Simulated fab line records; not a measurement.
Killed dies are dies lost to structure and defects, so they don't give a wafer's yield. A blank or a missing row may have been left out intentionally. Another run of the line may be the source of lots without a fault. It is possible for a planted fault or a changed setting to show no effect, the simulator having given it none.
The tool behind it: which one? / flow n5 finfet / 9 lots with 26 wafers sampled at 7 steps, on a route of 1938 steps

WHAT THE GAUGES SHOWED, per wafer
N5_BEOL_M4_RC_MEAS_101.
lot=L762; measured=day 8 22:56; on=prober-02; DIBL_N (mV/V)=38.7 35.8 34.1; DIBL_P (mV/V)=40.6 36.7 33.8; IOFF_N (nA/um)=0.22 0.14 0.12; IOFF_P (nA/um)=0.26 0.18 0.15; ION_N (uA/um)=701 676 667; ION_P (uA/um)=473 455 454; SS_N (mV/dec)=72.0 71.4 71.0; SS_P (mV/dec)=74.6 73.2 72.5; VT_N (mV)=242.9 251.4 251.3; VT_P (mV)=-248 -256 -256
lot=L765; measured=day 9 19:16; on=prober-02; DIBL_N (mV/V)=36.6 37.9 38.8; DIBL_P (mV/V)=35.3 38.5 38.1; IOFF_N (nA/um)=0.14 0.18 0.19; IOFF_P (nA/um)=0.16 0.22 0.21; ION_N (uA/um)=663 684 681; ION_P (uA/um)=449 464 463; SS_N (mV/dec)=72.0 72.4 71.7; SS_P (mV/dec)=72.9 74.1 74.2; VT_N (mV)=253.8 248.7 249.6; VT_P (mV)=-254 -253 -253
lot=L766; measured=day 10 00:10; on=prober-01; DIBL_N (mV/V)=38.2 38.0 37.1; DIBL_P (mV/V)=39.4 37.8 36.8; IOFF_N (nA/um)=0.22 0.20 0.18; IOFF_P (nA/um)=0.31 0.29 0.26; ION_N (uA/um)=697 686 680; ION_P (uA/um)=481 479 466; SS_N (mV/dec)=72.4 72.1 72.2; SS_P (mV/dec)=74.2 73.6 73.5; VT_N (mV)=245.5 245.1 246.5; VT_P (mV)=-244 -243 -247
lot=L773; measured=day 12 10:49; on=prober-02; DIBL_N (mV/V)=37.6 37.6 37.3; DIBL_P (mV/V)=37.8 37.0 37.4; IOFF_N (nA/um)=0.16 0.15 0.16; IOFF_P (nA/um)=0.18 0.17 0.17; ION_N (uA/um)=674 673 676; ION_P (uA/um)=456 459 453; SS_N (mV/dec)=71.8 71.1 71.5; SS_P (mV/dec)=73.2 72.8 72.9; VT_N (mV)=250.6 250.8 248.5; VT_P (mV)=-256 -256 -256
lot=L775; measured=day 12 17:54; on=prober-01; DIBL_N (mV/V)=40.3 36.9; DIBL_P (mV/V)=41.7 36.5; IOFF_N (nA/um)=0.24 0.15; IOFF_P (nA/um)=0.26 0.17; ION_N (uA/um)=691 674; ION_P (uA/um)=465 457; SS_N (mV/dec)=72.6 72.1; SS_P (mV/dec)=74.3 73.3; VT_N (mV)=245.7 249.0; VT_P (mV)=-249 -257
lot=L779; measured=day 14 01:49; on=prober-02; DIBL_N (mV/V)=35.7 35.8 37.6; DIBL_P (mV/V)=35.8 34.0 37.0; IOFF_N (nA/um)=0.15 0.15 0.17; IOFF_P (nA/um)=0.21 0.19 0.22; ION_N (uA/um)=669 673 674; ION_P (uA/um)=465 461 468; SS_N (mV/dec)=71.6 72.0 72.0; SS_P (mV/dec)=73.1 72.5 73.2; VT_N (mV)=250.2 251.8 251.1; VT_P (mV)=-251 -252 -249
lot=L780; measured=day 14 06:01; on=prober-01; DIBL_N (mV/V)=38.4 37.4 37.3; DIBL_P (mV/V)=37.9 36.2 35.7; IOFF_N (nA/um)=0.20 0.18 0.17; IOFF_P (nA/um)=0.24 0.22 0.21; ION_N (uA/um)=695 678 666; ION_P (uA/um)=469 461 461; SS_N (mV/dec)=72.2 72.0 71.5; SS_P (mV/dec)=74.3 73.4 73.1; VT_N (mV)=243.4 247.8 249.1; VT_P (mV)=-249 -251 -252
lot=L781; measured=day 14 10:52; on=prober-02; DIBL_N (mV/V)=39.5 40.7 37.4; DIBL_P (mV/V)=39.0 38.9 35.8; IOFF_N (nA/um)=0.18 0.21 0.16; IOFF_P (nA/um)=0.24 0.24 0.20; ION_N (uA/um)=664 678 680; ION_P (uA/um)=463 461 461; SS_N (mV/dec)=71.9 73.2 71.3; SS_P (mV/dec)=73.9 74.5 73.8; VT_N (mV)=249.3 247.9 250.8; VT_P (mV)=-248 -247 -250
lot=L782; measured=day 14 13:47; on=prober-02; DIBL_N (mV/V)=40.8 35.2 37.1; DIBL_P (mV/V)=40.8 34.0 36.9; IOFF_N (nA/um)=0.27 0.13 0.18; IOFF_P (nA/um)=0.34 0.20 0.25; ION_N (uA/um)=703 677 679; ION_P (uA/um)=477 463 467; SS_N (mV/dec)=73.1 72.0 71.7; SS_P (mV/dec)=74.0 72.0 73.6; VT_N (mV)=242.1 251.3 248.0; VT_P (mV)=-241 -248 -244

N5_BEOL_M10_CD_MEAS_35 targets a cd of 70 nm.
lot=L762; measured=day 11 14:22; on=cd sem-03; cd nm (nm)=71.3 70.9 71.0
lot=L765; measured=day 12 07:53; on=cd sem-03; cd nm (nm)=70.4 70.0 71.1
lot=L766; measured=day 12 07:41; on=cd sem-02; cd nm (nm)=71.1 70.0 71.2
lot=L773; measured=day 14 16:03; on=cd sem-02; cd nm (nm)=71.1 70.9 70.1
lot=L775; measured=day 15 10:48; on=cd sem-02; cd nm (nm)=69.6 71.1
lot=L779; measured=day 16 15:28; on=cd sem-01; cd nm (nm)=70.7 71.4 70.4
lot=L780; measured=day 16 14:59; on=cd sem-01; cd nm (nm)=70.1 70.6 71.0
lot=L781; measured=day 16 22:55; on=cd sem-02; cd nm (nm)=70.6 70.2 71.4
lot=L782; measured=day 16 22:44; on=cd sem-02; cd nm (nm)=71.2 70.6 70.4

N5_BEOL_M10_THK_MEAS_53: measures by xrf.
lot=L762; measured=day 11 16:35; on=film metro-01; M10_THK (nm)=138 138 140
lot=L765; measured=day 12 11:40; on=film metro-01; M10_THK (nm)=137 140 141
lot=L766; measured=day 12 10:40; on=film metro-01; M10_THK (nm)=144 133 145
lot=L773; measured=day 14 19:26; on=film metro-01; M10_THK (nm)=245 137 139
lot=L775; measured=day 15 13:23; on=film metro-01; M10_THK (nm)=257 142
lot=L779; measured=day 16 18:16; on=film metro-01; M10_THK (nm)=139 139 139
lot=L780; measured=day 16 17:00; on=film metro-01; M10_THK (nm)=139 136 143
lot=L781; measured=day 17 02:18; on=film metro-01; M10_THK (nm)=138 138 134
lot=L782; measured=day 17 01:47; on=film metro-01; M10_THK (nm)=138 139 135

N5_BEOL_M10_INSPECT_58: inspects for defects (darkfield).
lot=L762; measured=day 11 16:44; on=defect inspect-02; raw defect count=95 133 135
lot=L765; measured=day 12 11:49; on=defect inspect-02; raw defect count=69 90 70
lot=L766; measured=day 12 10:50; on=defect inspect-02; raw defect count=90 83 102
lot=L773; measured=day 14 19:37; on=defect inspect-02; raw defect count=2225 85 50
lot=L775; measured=day 15 13:34; on=defect inspect-02; raw defect count=2358 87
lot=L779; measured=day 16 18:25; on=defect inspect-01; raw defect count=135 49 101
lot=L780; measured=day 16 17:10; on=defect inspect-02; raw defect count=108 67 100
lot=L781; measured=day 17 02:28; on=defect inspect-01; raw defect count=54 37 49
lot=L782; measured=day 17 01:56; on=defect inspect-02; raw defect count=67 99 73

EACH LOT AND THE TOOL THAT RAN IT (in order: tool; ch and the chambers of the sampled wafers; start)
lot=L762; N5_BEOL_M10_ALD_74=ald metal-02 ch 2,3, day 11 15:00; N5_BEOL_M10_ANNEAL_51=rtp anneal-01 ch 0, day 11 15:59; N5_BEOL_M10_CMP_52=cmp-02 ch 0,1,3, day 11 16:19
lot=L765; N5_BEOL_M10_ALD_74=ald metal-02 ch 1,2,3, day 12 09:51; N5_BEOL_M10_ANNEAL_51=rtp anneal-01 ch 0, day 12 10:48; N5_BEOL_M10_CMP_52=cmp-03 ch 0,1, day 12 11:22
lot=L766; N5_BEOL_M10_ALD_74=ald metal-04 ch 1,2,3, day 12 08:22; N5_BEOL_M10_ANNEAL_51=rtp anneal-01 ch 0, day 12 10:07; N5_BEOL_M10_CMP_52=cmp-04 ch 0,2, day 12 10:25
lot=L773; N5_BEOL_M10_ALD_74=ald metal-02 ch 0,2, day 14 18:03; N5_BEOL_M10_ANNEAL_51=rtp anneal-02 ch 0, day 14 18:53; N5_BEOL_M10_CMP_52=cmp-03 ch 0,2,3, day 14 19:10
lot=L775; N5_BEOL_M10_ALD_74=ald metal-01 ch 1,2, day 15 11:59; N5_BEOL_M10_ANNEAL_51=rtp anneal-01 ch 0, day 15 12:56; N5_BEOL_M10_CMP_52=cmp-03 ch 1,2, day 15 13:10
lot=L779; N5_BEOL_M10_ALD_74=ald metal-02 ch 1,2,3, day 16 16:08; N5_BEOL_M10_ANNEAL_51=rtp anneal-01 ch 0, day 16 17:29; N5_BEOL_M10_CMP_52=cmp-04 ch 2,3, day 16 17:58
lot=L780; N5_BEOL_M10_ALD_74=ald metal-01 ch 1,2,3, day 16 15:39; N5_BEOL_M10_ANNEAL_51=rtp anneal-01 ch 0, day 16 16:27; N5_BEOL_M10_CMP_52=cmp-04 ch 1,2,3, day 16 16:42
lot=L781; N5_BEOL_M10_ALD_74=ald metal-02 ch 0,1,3, day 16 23:37; N5_BEOL_M10_ANNEAL_51=rtp anneal-01 ch 0, day 17 01:46; N5_BEOL_M10_CMP_52=cmp-02 ch 0,2,3, day 17 02:01
lot=L782; N5_BEOL_M10_ALD_74=ald metal-01 ch 1,2,3, day 16 23:14; N5_BEOL_M10_ANNEAL_51=rtp anneal-01 ch 0, day 17 01:14; N5_BEOL_M10_CMP_52=cmp-04 ch 0,1,3, day 17 01:34
- N5_BEOL_M10_ALD_74: deposits TaN, target thk 2 nm, pulse time 2 s, purge time 3 s.
- N5_BEOL_M10_ANNEAL_51: time 90 s.
- N5_BEOL_M10_CMP_52: polishes, stops on SiCOH lowk, t overpolish 7 s, target thk 140 nm.

AS READ BY THE TOOLS THEMSELVES (means over the sampled wafers that have a number; for cases with no such wafer, the mark the record gives instead)
N5_BEOL_M10_ALD_74.
lot=L762; tool=ald metal-02; heater power w (W)=420; precursor vessel carrier sccm (sccm)=997.7
lot=L765; tool=ald metal-02; heater power w (W)=420; precursor vessel carrier sccm (sccm)=1004.7
lot=L766; tool=ald metal-04; heater power w (W)=442; precursor vessel carrier sccm (sccm)=1000.0
lot=L773; tool=ald metal-02; heater power w (W)=444; precursor vessel carrier sccm (sccm)=998.7
lot=L775; tool=ald metal-01; heater power w (W)=438; precursor vessel carrier sccm (sccm)=1001.0
lot=L779; tool=ald metal-02; heater power w (W)=397; precursor vessel carrier sccm (sccm)=998.3
lot=L780; tool=ald metal-01; heater power w (W)=434; precursor vessel carrier sccm (sccm)=998.7
lot=L781; tool=ald metal-02; heater power w (W)=398; precursor vessel carrier sccm (sccm)=1001.6
lot=L782; tool=ald metal-01; heater power w (W)=433; precursor vessel carrier sccm (sccm)=999.7

N5_BEOL_M10_ANNEAL_51.
lot=L762; tool=rtp anneal-01; wafer_temp_C_max=226.20
lot=L765; tool=rtp anneal-01; wafer_temp_C_max=226.29
lot=L766; tool=rtp anneal-01; wafer_temp_C_max=226.09
lot=L773; tool=rtp anneal-02; wafer_temp_C_max=225.41
lot=L775; tool=rtp anneal-01; wafer_temp_C_max=225.96
lot=L779; tool=rtp anneal-01; wafer_temp_C_max=226.04
lot=L780; tool=rtp anneal-01; wafer_temp_C_max=226.19
lot=L781; tool=rtp anneal-01; wafer_temp_C_max=225.89
lot=L782; tool=rtp anneal-01; wafer_temp_C_max=226.13

N5_BEOL_M10_CMP_52.
lot=L762; tool=cmp-02; barrier field endpoint s (s)=28.4; motor current A (A)=6.2; overpolish run s (s)=7.001; slurry filter dp kPa (kPa)=13.53; time to endpoint s (s)=64
lot=L765; tool=cmp-03; barrier field endpoint s (s)=28.4; motor current A (A)=5.9; overpolish run s (s)=6.992; slurry filter dp kPa (kPa)=13.44; time to endpoint s (s)=64
lot=L766; tool=cmp-04; barrier field endpoint s (s)=27.9; motor current A (A)=6.7; overpolish run s (s)=6.999; slurry filter dp kPa (kPa)=13.60; time to endpoint s (s)=63
lot=L773; tool=cmp-03; barrier field endpoint s (s)=35.4; motor current A (A)=5.9; overpolish run s (s)=4.681; slurry filter dp kPa (kPa)=13.52; time to endpoint s (s)=72
lot=L775; tool=cmp-03; barrier field endpoint s (s)=38.2; motor current A (A)=6.4; overpolish run s (s)=3.517; slurry filter dp kPa (kPa)=13.39; time to endpoint s (s)=78
lot=L779; tool=cmp-04; barrier field endpoint s (s)=27.5; motor current A (A)=6.1; overpolish run s (s)=7.001; slurry filter dp kPa (kPa)=13.57; time to endpoint s (s)=65
lot=L780; tool=cmp-04; barrier field endpoint s (s)=29.3; motor current A (A)=6.3; overpolish run s (s)=7.000; slurry filter dp kPa (kPa)=13.56; time to endpoint s (s)=71
lot=L781; tool=cmp-02; barrier field endpoint s (s)=28.2; motor current A (A)=6.2; overpolish run s (s)=6.994; slurry filter dp kPa (kPa)=13.60; time to endpoint s (s)=65
lot=L782; tool=cmp-04; barrier field endpoint s (s)=30.0; motor current A (A)=6.5; overpolish run s (s)=6.997; slurry filter dp kPa (kPa)=13.46; time to endpoint s (s)=71

THE ANSWER, worked out from the rows above alone
Rule: the lots themselves supply what counts as usual. Put in order of their means at a reading, lots are off if they are a third of the lots or fewer, leave a main group of 4 or more, and stand apart from it by a gap of 3 or more times the standard deviation of the main group's means; of several such gaps the widest counts. A main group whose means are all the same, to the digits that the tables above print for the reading, isn't used. A lot without any number at a reading at which 4 lots or more have one is off too. Any other lot the step has rows for is counted as sound. Order of review: gauges by route order, followed by the tools' own readings, for which a lot's mean as printed above is used. The first step at which some lot is off is used, and at that step the reading that is off furthest; a lot without a number counts as furthest.
Off: at N5_BEOL_M10_THK_MEAS_53 (M10_THK), L773, L775. For the main group the mean is 139 nm and the standard deviation 1.2.
If a tool, at a process step before that reading, ran all the lots that are off and no sound lot after the first of them, it fits. Not tried: the gauges at N5_BEOL_M10_THK_MEAS_53; whatever is off there is also off at N5_BEOL_M10_INSPECT_58, on other tools, and gauge error can't account for it. One fits: cmp-03 at N5_BEOL_M10_CMP_52. Its last sound lot is L765 (day 12 11:22), its first lot that is off L773 (day 14 19:10): a fault that began between those two fits.
The tool's own readings at N5_BEOL_M10_CMP_52 bear it out: on the lots that are off they differ by more than 5 times the standard deviation of the sound lots' means. barrier field endpoint s reads 36.8 s there against 28.5 s on the sound lots; overpolish run s reads 4.099 s there against 6.998 s on the sound lots.

WHAT THE SIMULATOR HAD INSERTED
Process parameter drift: cmp-03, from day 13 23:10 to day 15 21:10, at N5_BEOL_M10_CMP_52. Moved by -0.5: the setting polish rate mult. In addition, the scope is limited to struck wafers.
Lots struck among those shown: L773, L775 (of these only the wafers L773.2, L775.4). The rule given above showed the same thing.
